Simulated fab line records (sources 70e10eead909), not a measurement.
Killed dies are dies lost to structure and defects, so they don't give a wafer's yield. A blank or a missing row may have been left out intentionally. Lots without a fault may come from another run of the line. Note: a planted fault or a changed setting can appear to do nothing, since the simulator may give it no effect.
fab line records	flow nand_harc
record lots=5	wafers=15	last_day=33
route steps=1302 shown A_CONTACT@1080 END@1302
lots untouched by any fault: they come from a run of this same line in which no faults occurred
start_h: hours from the record's first day to the start of the lot's first wafer shown	wait_h: hours elapsed since this lot's preceding step	" the same as in the row above	L1.1+2: a single row standing in for several wafers	- no value, or no start was given	* or withheld: withheld	< > ~ a bound
route shown NAME@n: a module of which the file shows steps, and the number in the route of the first	usual: the fault-free wafers' mean and standard deviation	same: alike in all rows	chamber/n: place in a boat	sites: the reading at each site	_std_site: standard deviation of those values	_edge_site: outer sites' mean less inner sites'	radius_mm: how far each site lies from the wafer's centre	mask NAME#n: copy n	behind: the most recent tool/chamber to have shaped the wafer	hold: why the lot went on hold/how many hours it stayed there/how the hold came to an end	device: the transistor (n, p or np) that didn't switch	end of line: at the end of the route, the tests of the same wafers	step lacking rows: just its recipe	killed: not the wafer's yield, but the dies lost to structure and defects at the first sort	map: dies across one wafer; x = killed, . = not, _ = none there
set.NAME: the setting as run; set.NAME@STEP: as run at that earlier step	model.NAME: the simulator's own value behind a step, which no gauge read
certain route steps with their lots: each step a table, each wafer a row
services: when a tool's chamber went out of use (start_h, in hours from the record's first day, below 0 if earlier), for how many hours, and the reason
## steps
# step NHARC_A_CONTACT_INSPECT_10
# usual raw_defect_count=95/38
lot.wafer	tool	chamber	start_h	wait_h	raw_defect_count
L165.3	defect_inspect-02	-	528.23	0.0	154
L165.5	"	-	"	"	141
L165.6	"	-	"	"	162
L172.2	defect_inspect-02	-	601.78	0.0	94
L172.3	"	-	"	"	99
L172.4	"	-	"	"	102
L179.1	defect_inspect-02	-	668.01	0.0	115
L179.4	"	-	"	"	122
L179.6	"	-	"	"	112
L178.3	defect_inspect-01	-	684.04	0.0	172
L178.4	"	-	"	"	132
L178.5	"	-	"	"	144
L185.3	defect_inspect-01	-	733.33	0.0	66
L185.4	"	-	"	"	76
L185.6	"	-	"	"	92
# step NHARC_A_CONTACT_DESCUM_13
# recipe time_s=3	o2_flow_sccm=200	ar_flow_sccm=0	bias_power_w=0	chemistry=O2
# step NHARC_A_CONTACT_ETCH_88
# recipe target_depth_a=390	over_etch_frac=0.3	time_s=65	ion_energy_ev=80	cf4_flow_sccm=150	ar_flow_sccm=0	rf_w=300	bias_w=100	chemistry=CF4
# step NHARC_A_CONTACT_ETCH_89
# recipe target_depth_a=2600	over_etch_frac=0.3	time_s=475.3	ion_energy_ev=200	n2_flow_sccm=150	h2_flow_sccm=150	ar_flow_sccm=0	rf_w=400	bias_w=150	chemistry=N2/H2
# step NHARC_A_CONTACT_ETCH_30
# recipe target_depth_a=726	time_s=36.3	cf4_flow_sccm=100	chf3_flow_sccm=30	ar_flow_sccm=0	rf_w=500	bias_w=200	chemistry=CF4/CHF3
# usual bias_w=200.0/0.66	drypump_motor_current_A=5.6/0.52	mfc_ar_sccm=0.012/0.012	oes_product_au=0.931/0.016	rf_vpp_V=370.7/2	showerhead_plenum_p_Torr=1.58/0.058	throttle_valve_pct=16.802/0.0092
lot.wafer	tool	chamber	start_h	wait_h	bias_w	drypump_motor_current_A	mfc_ar_sccm	oes_product_au	rf_hours_counter_h	rf_vpp_V	showerhead_plenum_p_Torr	throttle_valve_pct
L165.3	rie_diel-04	0	-	-	199.8	5.8	0	0.918	49	370.3	1.57	16.813
L165.5	"	2	"	"	201.3	5.8	0.014	0.930	-	373.4	1.66	16.803
L165.6	"	3	"	"	199.9	5.3	0.023	0.930	-	372.5	1.61	16.797
L172.3	rie_diel-08	3	-	-	201.0	5.7	0	0.913	14	369.3	1.52	16.805
L172.4	"	0	"	"	199.8	5.3	0	0.931	13	372.2	1.65	16.796
L172.2	"	1	"	"	200.6	6.0	0.044	0.918	16	373.0	1.68	16.803
L179.1	rie_diel-04	3	-	-	200.2	5.3	0.023	0.915	38	370.3	1.60	16.812
L179.4	"	0	"	"	201.0	5.8	0	0.919	51	369.9	1.55	16.805
L179.6	"	3	"	"	200.5	5.3	0.023	0.920	-	371.0	1.60	16.825
L178.3	rie_diel-09	2	-	-	201.1	5.1	0.020	0.954	0	369.5	1.54	16.782
L178.4	"	1	"	"	199.8	6.5	0.010	0.955	0	367.8	1.53	16.803
L178.5	"	3	"	"	199.3	5.4	0	0.984	-	371.9	1.62	16.806
L185.3	rie_diel-09	0	-	-	199.0	6.4	0	0.909	11	372.2	1.62	16.812
L185.6	"	2	"	"	199.2	5.1	0.020	0.925	-	368.3	1.54	16.800
L185.4	"	3	"	"	200.7	5.5	0	0.924	-	372.3	1.62	16.810
# step NHARC_A_CONTACT_ETCH_31
# recipe target_depth_a=28000	over_etch_frac=0.3	time_s=728	ion_energy_ev=150	o2_flow_sccm=400	cos_flow_sccm=20	ar_flow_sccm=0	rf_w=500	bias_w=300	chemistry=O2/COS
# step NHARC_A_CONTACT_ETCH_134
# recipe source_w=withheld	pressure_mtorr=20	bias_v=withheld	time_s=140	target_depth_a=7000	ar_flow_sccm=withheld	c4f8_flow_sccm=withheld	o2_flow_sccm=withheld	chemistry=C4F8/O2/Ar
lot.wafer	tool	chamber	start_h	wait_h	rf_hours_counter_h
L165.3	har_cap_etch-03	1	529.51	-	-
L165.5	"	0	"	"	-
L165.6	"	1	"	"	-
L172.2	har_cap_etch-03	1	603.46	-	60
L172.4	"	1	"	"	-
L172.3	"	0	"	"	-
L179.1	har_cap_etch-01	0	669.25	-	26
L179.4	"	0	"	"	-
L179.6	"	1	"	"	-
L178.4	har_cap_etch-03	1	685.31	-	-
L178.3	"	0	"	"	-
L178.5	"	1	"	"	-
L185.3	har_cap_etch-01	0	734.79	-	-
L185.4	"	1	"	"	-
L185.6	"	1	"	"	-
# step NHARC_A_CONTACT_ETCH_135
# recipe source_w=withheld	pressure_mtorr=20	bias_v=1200	time_s=311	target_depth_a=19120	ar_flow_sccm=withheld	c4f8_flow_sccm=withheld	o2_flow_sccm=withheld	chemistry=C4F8/O2/Ar
lot.wafer	tool	chamber	start_h	wait_h	rf_hours_counter_h
L165.3	har_cap_etch-03	1	529.76	0.2	-
L165.5	"	0	"	"	-
L165.6	"	1	"	"	-
L172.2	har_cap_etch-03	1	603.66	0.2	60
L172.4	"	1	"	"	-
L172.3	"	0	"	"	-
L179.1	har_cap_etch-01	0	669.46	0.2	26
L179.4	"	0	"	"	-
L179.6	"	1	"	"	-
L178.4	har_cap_etch-03	1	685.61	0.3	-
L178.3	"	0	"	"	-
L178.5	"	1	"	"	-
L185.3	har_cap_etch-01	0	735.02	0.2	-
L185.4	"	1	"	"	-
L185.6	"	1	"	"	-
# step NHARC_A_CONTACT_ETCH_136
# recipe source_w=withheld	pressure_mtorr=20	bias_v=1200	time_s=311	target_depth_a=19120	ar_flow_sccm=withheld	c4f8_flow_sccm=withheld	o2_flow_sccm=withheld	chemistry=C4F8/O2/Ar
lot.wafer	tool	chamber	start_h	wait_h	rf_hours_counter_h
L165.3	har_cap_etch-03	1	530.03	0.2	-
L165.5	"	0	"	"	-
L165.6	"	1	"	"	-
L172.2	har_cap_etch-03	1	603.93	0.2	61
L172.4	"	1	"	"	-
L172.3	"	0	"	"	-
L179.1	har_cap_etch-01	0	669.73	0.2	26
L179.4	"	0	"	"	-
L179.6	"	1	"	"	-
L178.4	har_cap_etch-03	1	685.97	0.3	-
L178.3	"	0	"	"	-
L178.5	"	1	"	"	-
L185.3	har_cap_etch-01	0	735.29	0.2	-
L185.4	"	1	"	"	-
L185.6	"	1	"	"	-
# step NHARC_A_CONTACT_ETCH_137
# recipe source_w=withheld	pressure_mtorr=20	bias_v=1200	time_s=311	target_depth_a=19120	ar_flow_sccm=withheld	c4f8_flow_sccm=withheld	o2_flow_sccm=withheld	chemistry=C4F8/O2/Ar
# step NHARC_A_CONTACT_ETCH_138
# recipe source_w=withheld	pressure_mtorr=20	bias_v=1200	time_s=311	target_depth_a=19140	ar_flow_sccm=withheld	c4f8_flow_sccm=withheld	o2_flow_sccm=withheld	chemistry=C4F8/O2/Ar
# step NHARC_A_CONTACT_ETCH_139
# recipe source_w=withheld	pressure_mtorr=20	bias_v=400	time_s=195	target_depth_a=8400	ar_flow_sccm=withheld	c4f8_flow_sccm=11.5	o2_flow_sccm=7.2	chemistry=C4F8/O2/Ar
# step NHARC_A_CONTACT_ETCH_92
# recipe target_depth_a=400	over_etch_frac=0.5	time_s=85.7	ion_energy_ev=120	ch3f_flow_sccm=50	o2_flow_sccm=30	ar_flow_sccm=200	rf_w=500	bias_w=100	chemistry=CH3F/O2
# usual bias_w=100.00/0.3	drypump_motor_current_A=5.7/0.52	mfc_ar_sccm=199.9/0.55	oes_product_au=0.927/0.017	rf_vpp_V=244.5/1.6	showerhead_plenum_p_Torr=2.47/0.094	throttle_valve_pct=20.663/0.0098
lot.wafer	tool	chamber	start_h	wait_h	bias_w	drypump_motor_current_A	mfc_ar_sccm	oes_product_au	rf_hours_counter_h	rf_vpp_V	showerhead_plenum_p_Torr	throttle_valve_pct
L165.3	rie_diel-08	3	531.32	0.4	99.86	5.7	200.8	0.918	51	244.9	2.39	20.658
L165.5	"	0	"	"	99.52	5.3	199.9	0.928	-	248.3	2.59	20.672
L165.6	"	1	"	"	100.52	6.0	200.0	0.919	-	246.7	2.64	20.666
L172.4	rie_diel-09	0	605.31	0.4	100.22	6.3	200.1	0.729	16	246.0	2.54	20.662
L172.3	"	1	"	"	100.26	6.5	199.4	0.927	16	243.7	2.39	20.676
L172.2	"	2	"	"	99.63	5.1	199.7	0.913	18	243.6	2.41	20.668
L179.1	rie_diel-04	1	671.05	0.5	100.09	4.8	199.2	0.935	52	240.6	2.31	20.664
L179.4	"	3	"	"	99.46	5.3	200.5	0.917	39	243.9	2.50	20.671
L179.6	"	1	"	"	100.47	4.8	200.4	0.934	-	241.3	2.31	20.656
L178.3	rie_diel-09	0	687.61	0.4	99.96	6.4	200.2	0.909	1	244.2	2.53	20.669
L178.4	"	1	"	"	100.32	6.5	199.7	0.922	0	244.5	2.39	20.675
L178.5	"	0	"	"	99.71	6.4	199.9	0.918	-	244.9	2.54	20.663
L185.3	rie_diel-09	3	736.58	0.4	99.94	5.4	199.9	0.926	12	246.1	2.53	20.671
L185.4	"	2	"	"	100.56	5.1	200.8	0.926	-	243.8	2.40	20.654
L185.6	"	0	"	"	99.54	6.4	200.3	0.907	-	245.2	2.53	20.664
# step NHARC_A_CONTACT_ETCH_98
# recipe target_depth_a=200	over_etch_frac=0.5	time_s=10	ion_energy_ev=250	c4f6_flow_sccm=25	o2_flow_sccm=20	ar_flow_sccm=500	rf_w=600	bias_w=500	chemistry=C4F6/O2
# usual bias_w=499.9/1.3	drypump_motor_current_A=5.7/0.54	mfc_ar_sccm=499.8/1.5	oes_product_au=0.947/0.016	rf_vpp_V=547.2/2.9	showerhead_plenum_p_Torr=3.94/0.14	throttle_valve_pct=26.902/0.0095
lot.wafer	tool	chamber	start_h	wait_h	bias_w	drypump_motor_current_A	mfc_ar_sccm	oes_product_au	rf_hours_counter_h	rf_vpp_V	showerhead_plenum_p_Torr	throttle_valve_pct
L165.3	rie_diel-08	2	-	-	499.5	5.5	499.7	0.940	49	544.5	3.75	26.902
L165.5	"	1	"	"	500.7	6.0	498.6	0.936	-	552.1	4.20	26.896
L165.6	"	2	"	"	498.5	5.4	500.1	0.945	-	542.3	3.75	26.916
L172.2	rie_diel-09	3	-	-	499.0	5.4	499.5	0.935	18	548.5	4.04	26.895
L172.3	"	0	"	"	498.2	6.4	500.2	0.947	16	549.7	4.04	26.915
L172.4	"	1	"	"	501.7	6.6	498.9	0.953	16	544.6	3.82	26.908
L179.1	rie_diel-04	3	-	-	497.1	5.3	501.5	0.934	39	548.2	3.99	26.904
L179.4	"	2	"	"	500.2	5.8	498.5	0.949	45	550.9	4.11	26.905
L179.6	"	3	"	"	498.2	5.3	499.9	0.936	-	547.4	3.99	26.890
L178.4	rie_diel-09	3	-	-	500.3	5.5	498.5	0.959	1	548.3	4.03	26.897
L178.3	"	0	"	"	499.7	6.4	501.2	0.950	1	549.1	4.04	26.898
L178.5	"	1	"	"	502.0	6.6	500.3	0.930	-	543.7	3.82	26.893
L185.3	rie_diel-09	3	736.73	0.1	501.1	5.5	502.4	0.953	12	548.0	4.02	26.904
L185.4	"	3	"	"	501.3	5.4	504.2	0.946	-	548.5	4.02	26.891
L185.6	"	0	"	"	499.4	6.4	498.7	0.946	-	549.7	4.03	26.904
# step NHARC_END_SORT_01
# recipe temp_c=25
# usual killed_at_array=60/21	killed_at_other=1.0/1.2	killed_at_periphery=4.2/2.8	killed_dies=65/20	killed_open=3.1/1.8	killed_short=2.6/1.6
# same gross_dies=677
lot.wafer	tool	chamber	start_h	wait_h	killed_at_array	killed_at_other	killed_at_periphery	killed_dies	killed_open	killed_short
L172.2	prober-02	0	649.39	2.8	62	0	1	63	5	6
L172.3	prober-02	0	650.20	3.1	54	0	0	54	3	1
L172.4	prober-02	0	651.00	3.4	63	0	1	64	1	2
# killed by level:class
L172.2 A_SLIT:chamber_film_flake=17 A_CHANNEL_HOLE_D1:chamber_film_flake=12 A_CHANNEL_HOLE_D2:chamber_film_flake=11 A_CONTACT:chamber_film_flake=10 A_ONON_D2:geometric_particle:open=2 A_M0:geometric_particle:open=2 A_CHANNEL_FILL_D2:chamber_film_flake=2 P_M0:geometric_particle:short=1
L172.3 A_CHANNEL_HOLE_D2:chamber_film_flake=19 A_SLIT:chamber_film_flake=15 A_CHANNEL_HOLE_D1:chamber_film_flake=7 A_CONTACT:chamber_film_flake=4 A_CHANNEL_FILL_D1:geometric_particle:short=1 A_ONON_D2:geometric_particle:open=1 A_M0:geometric_particle:open=1 A_M1:geometric_particle:open=1
L172.4 A_SLIT:chamber_film_flake=35 A_CHANNEL_HOLE_D2:chamber_film_flake=9 A_CHANNEL_HOLE_D1:chamber_film_flake=5 A_CONTACT:chamber_film_flake=4 A_STAIRCASE:chamber_film_flake=3 A_CHANNEL_FILL_D2:chamber_film_flake=2 P_M0:geometric_particle:short=1 A_ONON_D2:geometric_particle:open=1
## services
tool	chamber	start_h	hours	kind
rie_diel-09	0	506.34	-	clean
rie_diel-09	1	506.34	-	clean
rie_diel-09	2	506.34	-	clean
rie_diel-09	3	506.34	-	clean
rie_diel-09	0	530.84	-	clean
rie_diel-09	1	530.84	-	clean
rie_diel-09	2	530.84	-	clean
rie_diel-09	3	530.84	-	clean
rie_diel-04	-	533.20	9.0	pm
rie_diel-08	-	544.93	9.0	pm
rie_diel-04	2	556.72	1.8	repair
rie_diel-09	0	581.81	9.6	repair
rie_diel-09	1	587.72	7.1	repair
rie_diel-08	0	589.91	4.2	repair
har_cap_etch-03	-	615.84	2.5	repair
rie_diel-08	0	648.43	6.6	repair
har_cap_etch-03	-	672.17	0.1	repair
rie_diel-09	-	674.34	9.0	pm
rie_diel-04	-	682.47	1.1	repair
rie_diel-04	3	695.41	1.6	repair
har_cap_etch-01	-	698.50	0.9	repair
rie_diel-04	-	710.20	9.0	pm
rie_diel-08	0	721.57	8.7	repair
rie_diel-08	-	721.93	9.0	pm
## key
first_sign step=NHARC_A_CONTACT_ETCH_92	reading=oes_product_au	direction=down	sigmas=12	usual=0.927	struck=0.729
effect none on later readings
met_at NHARC_A_CONTACT_ETCH_92
struck_wafers L172.4
tester_left_out L172
fault kind=process_parameter_drift	tool=rie_diel-09	chamber=0	onset_h=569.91	steps=NHARC_A_CONTACT_ETCH_92	channel=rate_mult	offset=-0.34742	shape=step	end_h=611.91
# tester_left_out: of these lots the tester's yield and bins aren't shown, on N5 and GAA mostly nor the transistor test; their killed dies are dies lost to structure and defects alone, not to doping, threshold or leakage, so they don't give the yield
